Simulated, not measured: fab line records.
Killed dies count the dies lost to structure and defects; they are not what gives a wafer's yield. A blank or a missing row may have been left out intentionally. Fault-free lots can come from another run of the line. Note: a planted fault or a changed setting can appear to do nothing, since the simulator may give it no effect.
fab line records	flow nand-harc
record lots=24	wafers=72	last-day=33
route steps=1302 shown A_STAIRCASE@684
lots that met no fault: from a run of the same line without faults
start-h: the number of hours between the record's first day and the start of the first shown wafer of the lot	wait-h: hours elapsed since this lot's preceding step	" unchanged from the row above	L1.1+2: a single row standing in for several wafers	- no value, or no start was given	* or withheld: withheld	< > ~ a bound
route shown NAME@n: a module of which the file shows steps, and the number in the route of the first	usual: mean and standard deviation over wafers with no fault	same: alike in all rows	chamber/n: place in a boat	sites: each site's reading	_std_site: their standard deviation	_edge_site: outer sites' mean less inner sites'	radius-mm: for every site, how far away it sits from the centre of the wafer	mask NAME#n: copy n	behind: the tool/chamber that last shaped the wafer	hold: what put the lot on hold/how long, in hours/how the hold closed	device: names the non-switching transistor (n, p or np)	end of line: tests run on the same wafers once the route is complete	where a step has no rows: the recipe by itself	killed: dies that structure and defects cost at the first sort, which is not the same as the wafer's yield	map: per-die view of a wafer (x killed, . not killed, _ where there is no die)
set.NAME: the setting that was run; set.NAME@STEP: the one run at that earlier step	model.NAME: the simulator's own value behind a step, which no gauge read
the route's steps for a sample of lots (tables are steps, rows are wafers)
services: from which hour (start-h, from the record's first day; less than 0 if before it) a tool's chamber was out of use, for how many hours, and why
## steps
# step NHARC_A_STAIRCASE_ETCH_27
# recipe target-depth-a=1000	time-s=40.5	ion-energy-ev=400	c4f8-flow-sccm=20	o2-flow-sccm=10	ar-flow-sccm=withheld	rf-w=600	bias-w=1000	chemistry=C4F8/O2
# usual oes-product-au=0.948/0.013	rf-vpp-V=896/5.1
lot.wafer	tool	chamber	start-h	wait-h	oes-product-au	rf-hours-counter-h	rf-vpp-V
L074.3	rie-diel-12	3	-	-	0.958	23	897
L074.6	"	1	"	"	0.946	-	891
L074.5	"	2	"	"	0.939	-	905
L075.2	rie-diel-02	1	-	-	0.955	48	899
L075.1	"	0	"	"	0.932	49	896
L075.5	"	1	"	"	0.963	-	898
L076.3	rie-diel-02	1	-	-	0.943	50	895
L076.1	"	3	"	"	0.940	48	889
L076.6	"	1	"	"	0.932	-	897
L078.4	rie-diel-12	0	-	-	0.945	39	897
L078.2	"	3	"	"	0.961	41	898
L078.5	"	0	"	"	0.950	-	899
L077.1	rie-diel-09	1	-	-	0.943	15	901
L077.6	"	0	"	"	0.944	-	893
L077.5	"	1	"	"	0.938	-	901
L079.2	rie-diel-12	1	-	-	0.932	43	889
L079.3	"	2	"	"	0.919	46	905
L079.5	"	1	"	"	0.926	-	890
L080.4	rie-diel-12	3	-	-	0.962	47	895
L080.6	"	1	"	"	0.949	-	891
L080.5	"	2	"	"	0.932	-	905
L081.2	rie-diel-09	3	-	-	0.929	35	891
L081.3	"	0	"	"	0.943	33	895
L081.1	"	1	"	"	0.944	28	900
L082.6	rie-diel-12	3	-	-	0.974	-	896
L082.4	"	0	"	"	0.959	-	897
L082.5	"	2	"	"	0.923	-	905
L084.3	rie-diel-09	1	-	-	0.958	36	899
L084.2	"	2	"	"	0.957	44	899
L084.6	"	1	"	"	0.943	-	899
L083.3	rie-diel-02	2	-	-	0.964	16	888
L083.5	"	2	"	"	0.950	-	889
L083.6	"	3	"	"	0.950	-	888
L085.4	rie-diel-09	2	-	-	0.966	47	900
L085.1	"	3	"	"	0.959	44	889
L085.6	"	1	"	"	0.956	-	899
L086.1	rie-diel-12	2	-	-	0.936	10	904
L086.2	"	3	"	"	0.964	8	897
L086.6	"	1	"	"	0.940	-	890
L088.2	rie-diel-12	3	-	-	0.957	14	896
L088.1	"	0	"	"	0.950	13	897
L088.4	"	2	"	"	0.928	-	905
L087.4	rie-diel-12	0	-	-	0.949	14	897
L087.3	"	1	"	"	0.965	15	890
L087.1	"	2	"	"	0.941	17	903
L091.1	rie-diel-09	1	-	-	0.960	0	900
L091.4	"	2	"	"	0.926	0	900
L091.6	"	0	"	"	0.922	-	894
L089.3	rie-diel-12	3	-	-	0.958	23	896
L089.2	"	1	"	"	0.931	21	889
L089.6	"	3	"	"	0.970	-	896
L090.3	rie-diel-09	1	-	-	0.956	4	899
L090.5	"	1	"	"	0.952	-	900
L090.6	"	0	"	"	0.938	-	894
L092.2	rie-diel-02	1	-	-	0.953	44	897
L092.3	"	2	"	"	0.963	39	887
L092.5	"	2	"	"	0.959	-	888
L093.1	rie-diel-09	0	-	-	0.949	14	896
L093.4	"	2	"	"	0.955	12	901
L093.5	"	1	"	"	0.948	-	899
L094.3	rie-diel-02	1	-	-	0.950	50	897
L094.1	"	3	"	"	0.958	51	888
L094.5	"	2	"	"	0.936	-	888
L095.4	rie-diel-12	1	-	-	0.941	38	889
L095.2	"	2	"	"	0.933	40	905
L095.5	"	1	"	"	0.937	-	889
L096.1	rie-diel-12	1	-	-	0.940	38	888
L096.4	"	2	"	"	0.918	40	904
L096.5	"	3	"	"	0.956	-	896
L097.3	rie-diel-09	1	-	-	0.958	24	899
L097.2	"	3	"	"	0.959	22	889
L097.6	"	1	"	"	0.945	-	900
# step NHARC_A_STAIRCASE_ETCH_188
# recipe target-depth-a=1000	time-s=40.5	ion-energy-ev=400	c4f8-flow-sccm=20	o2-flow-sccm=10	ar-flow-sccm=withheld	rf-w=600	bias-w=1000	chemistry=C4F8/O2
# usual oes-product-au=0.945/0.014	rf-vpp-V=895/4.8
lot.wafer	tool	chamber	start-h	wait-h	oes-product-au	rf-hours-counter-h	rf-vpp-V
L074.3	rie-diel-09	0	-	-	0.941	6	897
L074.5	"	3	"	"	0.943	-	889
L074.6	"	0	"	"	0.932	-	896
L075.2	rie-diel-09	3	-	-	0.933	10	891
L075.1	"	0	"	"	0.937	10	895
L075.5	"	2	"	"	0.956	-	901
L076.3	rie-diel-02	0	-	-	0.925	52	896
L076.1	"	1	"	"	0.925	51	897
L076.6	"	1	"	"	0.941	-	897
L078.2	rie-diel-09	0	-	-	0.951	20	894
L078.4	"	3	"	"	0.934	20	890
L078.5	"	0	"	"	0.954	-	895
L077.1	rie-diel-09	3	-	-	0.927	20	889
L077.5	"	1	"	"	0.932	-	900
L077.6	"	2	"	"	0.948	-	901
L079.3	rie-diel-12	3	-	-	0.960	43	895
L079.2	"	1	"	"	0.939	44	891
L079.5	"	3	"	"	0.968	-	896
L080.4	rie-diel-09	3	-	-	0.954	31	890
L080.5	"	3	"	"	0.952	-	889
L080.6	"	0	"	"	0.952	-	896
L081.2	rie-diel-09	3	-	-	0.946	35	889
L081.3	"	0	"	"	0.962	33	894
L081.1	"	1	"	"	0.948	28	900
L082.4	rie-diel-09	1	-	-	0.965	29	899
L082.6	"	3	"	"	0.961	-	888
L082.5	"	0	"	"	0.971	-	895
L084.3	rie-diel-12	3	-	-	0.963	0	899
L084.2	"	2	"	"	0.923	0	904
L084.6	"	3	"	"	0.978	-	896
L083.3	rie-diel-09	3	-	-	0.933	42	889
L083.6	"	1	"	"	0.920	-	899
L083.5	"	2	"	"	0.946	-	900
L085.1	rie-diel-12	1	-	-	0.940	4	890
L085.4	"	3	"	"	0.975	4	895
L085.6	"	2	"	"	0.937	-	906
L086.1	rie-diel-12	0	-	-	0.952	7	895
L086.2	"	1	"	"	0.931	9	889
L086.6	"	3	"	"	0.950	-	898
L088.2	rie-diel-09	2	-	-	0.957	55	900
L088.4	"	0	"	"	0.948	57	894
L088.1	"	1	"	"	0.941	48	900
L087.4	rie-diel-12	3	-	-	0.938	15	896
L087.1	"	0	"	"	0.930	14	896
L087.3	"	1	"	"	0.937	15	890
L091.1	rie-diel-12	0	-	-	0.937	22	897
L091.4	"	1	"	"	0.940	21	887
L091.6	"	1	"	"	0.942	-	890
L089.2	rie-diel-02	3	-	-	0.950	35	888
L089.3	"	0	"	"	0.947	33	895
L089.6	"	2	"	"	0.963	-	887
L090.3	rie-diel-09	0	-	-	0.932	4	894
L090.5	"	1	"	"	0.966	-	897
L090.6	"	2	"	"	0.940	-	901
L092.3	rie-diel-02	0	-	-	0.932	42	894
L092.2	"	1	"	"	0.932	44	895
L092.5	"	1	"	"	0.939	-	897
L093.4	rie-diel-09	0	-	-	0.931	14	893
L093.1	"	1	"	"	0.946	12	899
L093.5	"	2	"	"	0.938	-	901
L094.3	rie-diel-12	2	-	-	0.913	37	903
L094.1	"	3	"	"	0.928	38	895
L094.5	"	2	"	"	0.917	-	905
L095.4	rie-diel-09	2	-	-	0.949	17	900
L095.2	"	3	"	"	0.967	17	888
L095.5	"	1	"	"	0.959	-	898
L096.4	rie-diel-02	3	-	-	0.947	55	888
L096.1	"	0	"	"	0.931	54	895
L096.5	"	2	"	"	0.939	-	887
L097.2	rie-diel-02	2	-	-	0.938	2	888
L097.3	"	3	"	"	0.965	2	888
L097.6	"	0	"	"	0.963	-	895
# step NHARC_A_STAIRCASE_ETCH_190
# recipe target-depth-a=1000	time-s=40.5	ion-energy-ev=400	c4f8-flow-sccm=20	o2-flow-sccm=10	ar-flow-sccm=withheld	rf-w=600	bias-w=1000	chemistry=C4F8/O2
# usual oes-product-au=0.946/0.013	rf-vpp-V=895/5.1
lot.wafer	tool	chamber	start-h	wait-h	oes-product-au	rf-hours-counter-h	rf-vpp-V
L074.3	rie-diel-09	2	-	-	0.954	4	902
L074.6	"	0	"	"	0.947	-	895
L074.5	"	1	"	"	0.928	-	900
L075.2	rie-diel-09	2	-	-	0.956	9	901
L075.1	"	3	"	"	0.940	10	890
L075.5	"	3	"	"	0.931	-	891
L076.1	rie-diel-02	3	-	-	0.935	49	890
L076.3	"	1	"	"	0.962	51	896
L076.6	"	3	"	"	0.936	-	889
L078.4	rie-diel-09	3	-	-	0.940	20	889
L078.2	"	2	"	"	0.961	21	900
L078.5	"	0	"	"	0.940	-	895
L077.1	rie-diel-09	0	-	-	0.945	20	896
L077.6	"	3	"	"	0.939	-	890
L077.5	"	0	"	"	0.954	-	894
L079.2	rie-diel-12	0	-	-	0.930	41	897
L079.3	"	2	"	"	0.922	47	905
L079.5	"	0	"	"	0.933	-	898
L080.4	rie-diel-09	0	-	-	0.955	28	895
L080.6	"	3	"	"	0.951	-	889
L080.5	"	0	"	"	0.958	-	896
L081.2	rie-diel-09	3	-	-	0.945	35	889
L081.1	"	0	"	"	0.933	33	894
L081.3	"	1	"	"	0.937	28	900
L082.4	rie-diel-09	2	-	-	0.962	38	900
L082.6	"	1	"	"	0.944	-	901
L082.5	"	2	"	"	0.968	-	900
L083.3	rie-diel-09	1	-	-	0.943	37	899
L083.5	"	3	"	"	0.936	-	890
L083.6	"	0	"	"	0.927	-	894
L084.2	rie-diel-12	3	-	-	0.962	1	897
L084.3	"	2	"	"	0.931	1	905
L084.6	"	3	"	"	0.969	-	897
L085.4	rie-diel-12	2	-	-	0.918	8	905
L085.1	"	0	"	"	0.957	5	898
L085.6	"	2	"	"	0.931	-	906
L086.1	rie-diel-12	2	-	-	0.931	11	906
L086.2	"	0	"	"	0.971	7	896
L086.6	"	1	"	"	0.933	-	889
L088.2	rie-diel-09	0	-	-	0.937	57	894
L088.4	"	1	"	"	0.951	48	898
L088.1	"	2	"	"	0.960	55	900
L087.3	rie-diel-12	2	-	-	0.925	18	904
L087.1	"	3	"	"	0.947	15	896
L087.4	"	1	"	"	0.936	15	889
L091.1	rie-diel-12	0	-	-	0.959	22	895
L091.4	"	1	"	"	0.940	21	890
L091.6	"	0	"	"	0.946	-	898
L089.2	rie-diel-02	3	-	-	0.942	35	888
L089.3	"	1	"	"	0.965	37	897
L089.6	"	3	"	"	0.944	-	888
L090.3	rie-diel-09	2	-	-	0.950	5	900
L090.6	"	0	"	"	0.940	-	895
L090.5	"	1	"	"	0.961	-	899
L092.2	rie-diel-02	3	-	-	0.972	44	887
L092.3	"	2	"	"	0.948	39	889
L092.5	"	0	"	"	0.962	-	894
L093.1	rie-diel-09	3	-	-	0.953	10	886
L093.4	"	2	"	"	0.932	12	900
L093.5	"	3	"	"	0.956	-	889
L094.3	rie-diel-12	3	-	-	0.931	38	896
L094.1	"	0	"	"	0.936	37	896
L094.5	"	1	"	"	0.934	-	888
L095.4	rie-diel-09	0	-	-	0.934	22	894
L095.2	"	2	"	"	0.945	17	900
L095.5	"	1	"	"	0.961	-	899
L096.4	rie-diel-02	2	-	-	0.942	52	887
L096.1	"	0	"	"	0.950	54	894
L096.5	"	3	"	"	0.956	-	888
L097.2	rie-diel-02	3	-	-	0.951	2	887
L097.3	"	2	"	"	0.940	2	887
L097.6	"	3	"	"	0.955	-	888
# step NHARC_A_STAIRCASE_TRIM_200
# recipe time-s=211.2	o2-flow-sccm=500	ar-flow-sccm=0	bias-w=0	chemistry=O2
# usual drypump-motor-current-A=5.7/0.34	oes-product-au=1.003/0.012	rf-vpp-V=57.7/0.93	showerhead-plenum-p-Torr=3.51/0.13	throttle-valve-pct=17.037/0.009
lot.wafer	tool	chamber	start-h	wait-h	drypump-motor-current-A	oes-product-au	rf-hours-counter-h	rf-vpp-V	showerhead-plenum-p-Torr	throttle-valve-pct
L074.3	rie-diel-09	3	-	-	5.9	0.994	6	57.6	3.37	17.057
L074.5	"	1	"	"	6.2	0.976	-	56.8	3.64	17.037
L074.6	"	2	"	"	5.7	1.017	-	57.7	3.67	17.034
L075.2	rie-diel-02	3	-	-	5.2	1.015	46	57.1	3.34	17.045
L075.1	"	0	"	"	6.1	0.999	49	57.4	3.52	17.056
L075.5	"	0	"	"	6.1	0.987	-	57.5	3.52	17.031
L076.3	rie-diel-02	1	-	-	6.0	1.010	51	58.2	3.57	17.042
L076.1	"	2	"	"	5.7	1.006	48	57.1	3.34	17.035
L076.6	"	1	"	"	6.0	1.000	-	56.1	3.57	17.034
L078.2	rie-diel-09	1	-	-	6.2	1.006	16	59.3	3.63	17.034
L078.4	"	2	"	"	5.7	1.033	22	57.3	3.66	17.038
L078.5	"	2	"	"	5.7	1.032	-	56.9	3.66	17.039
L077.1	rie-diel-12	0	-	-	5.6	1.001	40	57.0	3.57	17.022
L077.5	"	0	"	"	5.6	0.989	-	56.7	3.57	17.041
L077.6	"	1	"	"	5.6	0.983	-	56.7	3.36	17.045
L079.2	rie-diel-12	0	-	-	5.5	1.002	43	58.3	3.57	17.026
L079.3	"	1	"	"	5.6	1.000	46	56.7	3.36	17.018
L079.5	"	1	"	"	5.5	0.989	-	56.3	3.36	17.038
L080.4	rie-diel-02	2	-	-	5.7	0.989	3	56.7	3.33	17.031
L080.5	"	1	"	"	6.0	1.010	-	58.0	3.56	17.044
L080.6	"	2	"	"	5.7	0.994	-	56.8	3.33	17.024
L081.1	rie-diel-12	0	-	-	5.5	0.999	53	57.1	3.56	17.044
L081.2	"	1	"	"	5.6	0.988	58	56.9	3.36	17.007
L081.3	"	3	"	"	5.1	1.019	53	57.0	3.55	17.033
L082.5	rie-diel-02	1	-	-	6.0	1.005	-	59.2	3.56	17.033
L082.6	"	2	"	"	5.7	1.008	-	58.6	3.33	17.045
L082.4	"	3	"	"	5.3	1.011	-	57.6	3.33	17.032
L083.3	rie-diel-09	3	-	-	5.9	1.000	43	56.8	3.35	17.052
L083.6	"	0	"	"	5.2	1.000	-	58.7	3.48	17.030
L083.5	"	1	"	"	6.2	1.002	-	58.1	3.62	17.034
L084.2	rie-diel-12	2	-	-	6.0	0.986	2	59.2	3.77	17.038
L084.3	"	0	"	"	5.6	1.018	1	57.1	3.56	17.038
L084.6	"	1	"	"	5.5	0.999	-	58.7	3.35	17.026
L085.1	rie-diel-09	2	-	-	5.7	1.025	49	57.2	3.64	17.040
L085.4	"	0	"	"	5.2	1.006	48	57.0	3.48	17.036
L085.6	"	2	"	"	5.7	1.020	-	57.3	3.64	17.029
L086.1	rie-diel-02	2	-	-	5.7	0.990	23	57.0	3.32	17.032
L086.2	"	1	"	"	6.0	1.007	27	57.8	3.55	17.037
L086.6	"	3	"	"	5.2	1.005	-	57.1	3.32	17.050
L088.1	rie-diel-09	0	-	-	5.2	0.997	57	56.1	3.47	17.052
L088.2	"	1	"	"	6.2	0.999	49	58.0	3.62	17.047
L088.4	"	2	"	"	5.7	1.013	56	58.8	3.64	17.031
L087.1	rie-diel-02	1	-	-	6.1	1.000	33	57.2	3.55	17.030
L087.3	"	2	"	"	5.7	0.997	28	59.0	3.32	17.034
L087.4	"	3	"	"	5.2	0.990	29	57.9	3.32	17.033
L091.4	rie-diel-09	3	-	-	5.9	1.021	2	56.5	3.34	17.044
L091.1	"	1	"	"	6.2	1.029	1	57.9	3.61	17.051
L091.6	"	3	"	"	5.9	1.019	-	58.4	3.34	17.046
L089.2	rie-diel-09	1	-	-	6.2	1.018	2	58.9	3.61	17.038
L089.3	"	0	"	"	5.2	0.996	2	59.1	3.47	17.050
L089.6	"	1	"	"	6.2	1.028	-	58.5	3.61	17.050
L090.3	rie-diel-09	1	-	-	6.2	1.015	5	57.6	3.61	17.029
L090.6	"	2	"	"	5.7	1.011	-	56.9	3.64	17.041
L090.5	"	0	"	"	5.2	0.997	-	57.3	3.47	17.039
L092.2	rie-diel-12	0	-	-	5.6	1.015	30	58.6	3.54	17.057
L092.3	"	3	"	"	5.1	1.010	31	58.6	3.53	17.042
L092.5	"	0	"	"	5.6	1.010	-	58.3	3.54	17.037
L093.1	rie-diel-12	0	-	-	5.5	1.006	31	57.9	3.54	17.029
L093.4	"	1	"	"	5.5	1.005	31	57.3	3.34	17.055
L093.5	"	3	"	"	5.1	1.009	-	57.1	3.53	17.036
L094.1	rie-diel-12	0	-	-	5.6	0.992	38	58.6	3.54	17.043
L094.3	"	1	"	"	5.5	1.003	35	57.1	3.34	17.041
L094.5	"	3	"	"	5.1	1.011	-	58.0	3.52	17.047
L095.2	rie-diel-09	2	-	-	5.7	1.005	18	58.5	3.63	17.045
L095.4	"	0	"	"	5.2	1.001	23	57.9	3.46	17.040
L095.5	"	3	"	"	5.9	1.002	-	56.8	3.33	17.048
L096.1	rie-diel-12	1	-	-	5.6	1.002	39	56.5	3.33	17.042
L096.4	"	3	"	"	5.1	1.005	42	58.8	3.52	17.029
L096.5	"	1	"	"	5.6	0.999	-	56.3	3.33	17.045
L097.3	rie-diel-12	2	-	-	6.0	0.982	55	57.0	3.74	17.038
L097.2	"	3	"	"	5.1	1.007	52	57.4	3.52	17.042
L097.6	"	1	"	"	5.5	0.994	-	57.3	3.33	17.042
# step NHARC_A_STAIRCASE_DESCUM_219
# recipe time-s=3	o2-flow-sccm=200	ar-flow-sccm=0	bias-power-w=0	chemistry=O2
# usual drypump-motor-current-A=5.7/0.34	oes-product-au=1.004/0.011	rf-vpp-V=57.7/0.97	showerhead-plenum-p-Torr=1.88/0.08	throttle-valve-pct=11.313/0.0094
lot.wafer	tool	chamber	start-h	wait-h	drypump-motor-current-A	oes-product-au	rf-hours-counter-h	rf-vpp-V	showerhead-plenum-p-Torr	throttle-valve-pct
L074.3	rie-diel-02	1	352.58	-	6.0	1.006	47	58.8	1.94	11.316
L074.6	"	1	"	"	6.1	1.019	-	60.5	1.94	11.324
L074.5	"	2	"	"	5.7	1.014	-	56.8	1.80	11.323
L075.2	rie-diel-09	2	367.40	-	5.7	1.021	10	56.9	1.99	11.319
L075.1	"	3	"	"	5.9	0.993	11	57.5	1.82	11.313
L075.5	"	0	"	"	5.2	0.997	-	57.4	1.90	11.295
L076.3	rie-diel-02	0	377.67	-	6.1	0.993	53	59.0	1.91	11.321
L076.1	"	2	"	"	5.7	1.024	48	56.1	1.80	11.314
L076.6	"	0	"	"	6.1	0.990	-	57.7	1.91	11.323
L078.2	rie-diel-12	2	397.44	-	6.0	0.981	47	58.4	2.06	11.310
L078.4	"	1	"	"	5.6	0.971	44	56.3	1.82	11.306
L078.5	"	2	"	"	6.0	0.985	-	57.8	2.06	11.306
L077.1	rie-diel-12	3	398.18	-	5.1	1.012	43	57.0	1.93	11.301
L077.6	"	0	"	"	5.6	0.999	-	58.8	1.94	11.306
L077.5	"	1	"	"	5.5	0.993	-	57.5	1.82	11.309
L079.3	rie-diel-12	2	402.64	-	6.0	0.989	50	58.9	2.06	11.315
L079.2	"	3	"	"	5.0	1.019	45	56.7	1.93	11.318
L079.5	"	2	"	"	6.0	0.991	-	58.2	2.06	11.336
L080.4	rie-diel-09	1	418.19	-	6.2	1.007	24	57.0	1.97	11.323
L080.5	"	3	"	"	5.9	0.995	-	55.4	1.81	11.317
L080.6	"	0	"	"	5.2	0.987	-	58.0	1.89	11.303
L081.2	rie-diel-02	3	439.08	-	5.3	1.011	12	58.5	1.80	11.309
L081.3	"	1	"	"	6.0	1.006	13	58.4	1.93	11.309
L081.1	"	2	"	"	5.7	0.998	10	56.6	1.80	11.313
L082.6	rie-diel-02	1	440.70	-	6.0	1.010	-	57.3	1.93	11.321
L082.5	"	2	"	"	5.7	1.008	-	58.4	1.80	11.308
L082.4	"	3	"	"	5.2	1.012	-	56.9	1.80	11.303
L083.3	rie-diel-12	1	460.65	-	5.5	0.994	2	57.6	1.81	11.305
L083.5	"	2	"	"	6.0	0.986	-	58.7	2.05	11.308
L083.6	"	3	"	"	5.1	1.012	-	57.7	1.92	11.310
L084.3	rie-diel-02	3	461.97	-	5.2	0.988	19	58.3	1.80	11.321
L084.2	"	1	"	"	6.0	0.993	20	57.8	1.93	11.310
L084.6	"	2	"	"	5.7	1.004	-	57.3	1.80	11.297
L085.4	rie-diel-09	2	471.84	-	5.7	1.019	50	59.0	1.98	11.318
L085.1	"	3	"	"	5.9	1.013	49	57.2	1.81	11.315
L085.6	"	1	"	"	6.1	1.004	-	56.8	1.97	11.320
L086.2	rie-diel-09	2	477.65	-	5.7	1.018	51	56.4	1.98	11.303
L086.1	"	3	"	"	5.9	1.016	50	57.1	1.81	11.316
L086.6	"	2	"	"	5.7	1.027	-	60.2	1.98	11.318
L088.1	rie-diel-12	3	500.39	-	5.1	1.015	15	56.7	1.92	11.308
L088.4	"	1	"	"	5.5	0.995	15	55.6	1.81	11.314
L088.2	"	2	"	"	6.0	0.984	17	58.6	2.05	11.297
L087.4	rie-diel-12	0	504.94	-	5.6	1.014	17	56.9	1.93	11.305
L087.3	"	1	"	"	5.6	1.003	18	56.2	1.81	11.323
L087.1	"	2	"	"	6.0	1.001	20	58.2	2.05	11.298
L091.1	rie-diel-02	0	514.45	-	6.1	0.999	33	57.0	1.90	11.306
L091.4	"	1	"	"	6.0	1.011	37	58.2	1.92	11.314
L091.6	"	3	"	"	5.2	1.005	-	56.0	1.79	11.321
L089.2	rie-diel-02	1	516.28	-	6.0	1.010	37	58.7	1.92	11.305
L089.3	"	0	"	"	6.0	0.987	34	58.6	1.90	11.301
L089.6	"	2	"	"	5.7	0.999	-	57.2	1.79	11.313
L090.3	rie-diel-12	3	526.40	-	5.0	1.011	27	58.5	1.91	11.324
L090.6	"	0	"	"	5.5	1.003	-	56.9	1.92	11.314
L090.5	"	1	"	"	5.6	1.003	-	58.8	1.80	11.315
L092.2	rie-diel-02	1	537.62	-	6.0	0.989	45	57.1	1.92	11.308
L092.3	"	3	"	"	5.2	1.014	44	57.6	1.79	11.299
L092.5	"	0	"	"	6.1	0.983	-	58.3	1.89	11.317
L093.1	rie-diel-09	0	544.91	-	5.2	0.996	14	58.7	1.88	11.312
L093.4	"	1	"	"	6.2	1.007	12	58.7	1.96	11.305
L093.5	"	1	"	"	6.2	1.012	-	56.5	1.96	11.306
L094.3	rie-diel-02	3	557.25	-	5.2	1.025	52	58.8	1.79	11.315
L094.1	"	0	"	"	6.1	0.990	51	56.7	1.89	11.288
L094.5	"	0	"	"	6.1	1.001	-	58.2	1.89	11.331
L095.4	rie-diel-02	1	569.95	-	6.0	0.995	58	58.0	1.92	11.300
L095.2	"	2	"	"	5.7	1.000	52	57.2	1.79	11.323
L095.5	"	1	"	"	6.0	1.003	-	56.3	1.92	11.315
L096.1	rie-diel-02	3	570.35	-	5.2	1.017	56	55.8	1.78	11.318
L096.4	"	1	"	"	6.0	1.007	58	57.6	1.92	11.327
L096.5	"	3	"	"	5.2	1.006	-	57.6	1.78	11.302
L097.2	rie-diel-02	1	595.71	-	6.0	1.012	4	57.6	1.92	11.328
L097.3	"	2	"	"	5.7	1.000	3	58.2	1.78	11.306
L097.6	"	1	"	"	6.0	1.013	-	57.3	1.92	11.316
# step NHARC_A_STAIRCASE_ETCH_223
# recipe target-depth-a=1000	time-s=40.5	ion-energy-ev=400	c4f8-flow-sccm=20	o2-flow-sccm=10	ar-flow-sccm=withheld	rf-w=600	bias-w=1000	chemistry=C4F8/O2
# usual oes-product-au=0.944/0.013	rf-vpp-V=894/4.9
lot.wafer	tool	chamber	start-h	wait-h	oes-product-au	rf-hours-counter-h	rf-vpp-V
L074.3	rie-diel-02	2	-	-	0.939	43	890
L074.6	"	0	"	"	0.934	-	894
L074.5	"	2	"	"	0.951	-	889
L075.2	rie-diel-09	0	-	-	0.928	11	893
L075.1	"	2	"	"	0.946	10	902
L075.5	"	3	"	"	0.934	-	890
L076.1	rie-diel-02	2	-	-	0.968	49	889
L076.3	"	1	"	"	0.954	52	897
L076.6	"	3	"	"	0.942	-	888
L078.4	rie-diel-12	3	-	-	0.946	43	897
L078.2	"	1	"	"	0.924	45	889
L078.5	"	3	"	"	0.948	-	899
L077.1	rie-diel-12	2	-	-	0.905	48	904
L077.5	"	0	"	"	0.939	-	898
L077.6	"	1	"	"	0.930	-	890
L079.2	rie-diel-12	0	-	-	0.939	44	897
L079.3	"	3	"	"	0.953	45	898
L079.5	"	0	"	"	0.944	-	897
L080.4	rie-diel-09	3	-	-	0.926	32	889
L080.5	"	2	"	"	0.951	-	900
L080.6	"	3	"	"	0.934	-	889
L081.1	rie-diel-02	3	-	-	0.946	12	889
L081.3	"	1	"	"	0.946	13	898
L081.2	"	2	"	"	0.947	10	887
L082.4	rie-diel-02	2	-	-	0.933	-	888
L082.5	"	3	"	"	0.945	-	889
L082.6	"	1	"	"	0.925	-	896
L083.3	rie-diel-12	3	-	-	0.951	2	897
L083.5	"	3	"	"	0.957	-	897
L083.6	"	0	"	"	0.971	-	898
L084.2	rie-diel-02	2	-	-	0.938	17	889
L084.3	"	3	"	"	0.938	19	888
L084.6	"	3	"	"	0.937	-	888
L085.4	rie-diel-09	0	-	-	0.952	49	895
L085.1	"	1	"	"	0.945	42	898
L085.6	"	2	"	"	0.971	-	899
L086.2	rie-diel-09	1	-	-	0.942	44	899
L086.1	"	2	"	"	0.961	51	900
L086.6	"	2	"	"	0.945	-	900
L088.4	rie-diel-12	0	-	-	0.940	15	895
L088.2	"	2	"	"	0.945	18	905
L088.1	"	3	"	"	0.963	15	896
L087.1	rie-diel-12	0	-	-	0.939	17	896
L087.4	"	1	"	"	0.940	18	890
L087.3	"	3	"	"	0.945	18	897
L091.1	rie-diel-02	0	-	-	0.950	34	895
L091.4	"	2	"	"	0.957	33	888
L091.6	"	3	"	"	0.961	-	888
L089.2	rie-diel-02	2	-	-	0.954	33	889
L089.3	"	1	"	"	0.961	37	896
L089.6	"	2	"	"	0.951	-	889
L090.3	rie-diel-12	1	-	-	0.936	25	889
L090.6	"	3	"	"	0.945	-	897
L090.5	"	0	"	"	0.943	-	896
L092.3	rie-diel-02	1	-	-	0.944	45	895
L092.2	"	0	"	"	0.942	43	894
L092.5	"	1	"	"	0.948	-	895
L093.1	rie-diel-09	1	-	-	0.952	12	899
L093.4	"	2	"	"	0.956	12	901
L093.5	"	3	"	"	0.950	-	889
L094.3	rie-diel-02	0	-	-	0.952	51	896
L094.1	"	3	"	"	0.979	52	888
L094.5	"	0	"	"	0.953	-	893
L095.2	rie-diel-02	0	-	-	0.944	55	894
L095.4	"	3	"	"	0.945	56	888
L095.5	"	0	"	"	0.939	-	895
L096.1	rie-diel-02	3	-	-	0.955	56	888
L096.4	"	1	"	"	0.933	58	895
L096.5	"	3	"	"	0.950	-	888
L097.3	rie-diel-02	0	-	-	0.944	4	894
L097.2	"	1	"	"	0.968	4	896
L097.6	"	0	"	"	0.941	-	894
## services
tool	chamber	start-h	hours	kind
rie-diel-09	0	331.27	-	clean
rie-diel-09	1	331.27	-	clean
rie-diel-09	2	331.27	-	clean
rie-diel-09	3	331.27	-	clean
rie-diel-02	1	352.67	2.9	repair
rie-diel-09	0	355.77	-	clean
rie-diel-09	1	355.77	-	clean
rie-diel-09	2	355.77	-	clean
rie-diel-09	3	355.77	-	clean
rie-diel-09	1	362.60	6.4	repair
rie-diel-09	0	380.27	-	clean
rie-diel-09	1	380.27	-	clean
rie-diel-09	2	380.27	-	clean
rie-diel-09	3	380.27	-	clean
rie-diel-09	-	382.34	0.5	repair
rie-diel-09	1	402.16	8.5	repair
rie-diel-09	0	404.77	-	clean
rie-diel-02	0	426.05	19.7	repair
rie-diel-12	1	434.40	1.4	repair
rie-diel-12	-	446.70	9.0	pm
rie-diel-09	-	492.81	0.4	repair
rie-diel-09	-	499.27	9.0	pm
rie-diel-09	3	516.98	9.6	repair
rie-diel-09	-	569.71	7.4	repair
## key
fault none
